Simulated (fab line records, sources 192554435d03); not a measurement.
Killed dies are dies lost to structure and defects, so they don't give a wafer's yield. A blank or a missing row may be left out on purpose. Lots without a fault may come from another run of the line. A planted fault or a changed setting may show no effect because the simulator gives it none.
Chamber matching | flow n5_finfet | N5_BEOL_M3_ALD_84 on ald_metal-02: 4 sister chambers
The step deposits TaN, pulse time 2 s, purge time 3 s, co reactant purge time 2 s. 24 wafers are shown with their chamber, then 12 later ones without.

WAFERS WITH THEIR CHAMBER
wafer  | chamber | heater_power_w (W) | susceptor_temp_C (C)
L075.1 | 2       | 398                | 274.74
L075.2 | 1       | 444                | 274.93
L075.6 | 0       | 488                | 275.44
L074.4 | 1       | 439                | 275.10
L074.5 | 2       | 396                | 275.19
L074.6 | 1       | 422                | 275.05
L077.1 | 1       | 440                | 275.03
L077.2 | 2       | 415                | 275.11
L077.3 | 0       | 481                | 274.77
L079.1 | 0       | 489                | 274.95
L079.3 | 2       | 413                | 275.01
L079.4 | 3       | 429                | 275.08
L081.1 | 0       | 487                | 275.00
L081.4 | 3       | 421                | 275.00
L081.5 | 2       | 407                | 274.91
L085.2 | 2       | 405                | 275.23
L085.4 | 1       | 437                | 274.94
L085.5 | 3       | 416                | 275.16
L086.1 | 1       | 441                | 275.00
L086.2 | 0       | 479                | 274.78
L086.3 | 3       | 414                | 275.16
L087.1 | 0       | 489                | 275.07
L087.4 | 3       | 412                | 275.00
L087.5 | 1       | 449                | 274.93

SIGNATURES (means of the wafers above)
reading          | chamber 0 | chamber 1 | chamber 2 | chamber 3 | scatter within a chamber
heater_power_w   | 485.50    | 438.86    | 405.67    | 418.40    | 7.07
susceptor_temp_C | 275.0017  | 274.9971  | 275.0317  | 275.0800  | 0.162
Rule: a wafer's distance from a chamber is the root of the sum, over the readings, of the square of ((its reading less the chamber's mean) divided by the reading's scatter). The wafer belongs to the nearest chamber; if the next one is less than 2 further off, it can't be placed. The scatter: the root of (the sum of the squares of (reading less its chamber's mean) over the shown wafers, divided by (wafers less chambers)).

WAFERS WITHOUT THEIR CHAMBER
wafer  | heater_power_w (W) | susceptor_temp_C (C)
L090.2 | 493                | 274.87
L090.3 | 434                | 275.25
L090.6 | 443                | 275.12
L089.1 | 415                | 274.85
L089.3 | 493                | 275.02
L089.6 | 441                | 274.78
L093.2 | 396                | 274.97
L093.4 | 488                | 274.85
L093.6 | 394                | 275.03
L097.2 | 444                | 275.07
L097.4 | 400                | 274.74
L097.6 | 425                | 274.95

WHICH CHAMBER EACH WENT THROUGH
wafer  | from the rows above          | in truth
L090.2 | 0                            | 0
L090.3 | can't be placed: 1 or 3      | 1
L090.6 | 1                            | 1
L089.1 | can't be placed: 3 or 2 or 1 | 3
L089.3 | 0                            | 0
L089.6 | 1                            | 1
L093.2 | can't be placed: 2 or 3      | 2
L093.4 | 0                            | 0
L093.6 | can't be placed: 2 or 3      | 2
L097.2 | 1                            | 1
L097.4 | can't be placed: 2 or 3      | 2
L097.6 | can't be placed: 3 or 1 or 2 | 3
Placed correctly: 6 of 12. Can't be placed from these rows: 6 (the true chamber is among the candidates in 6). Placed wrongly: 0.
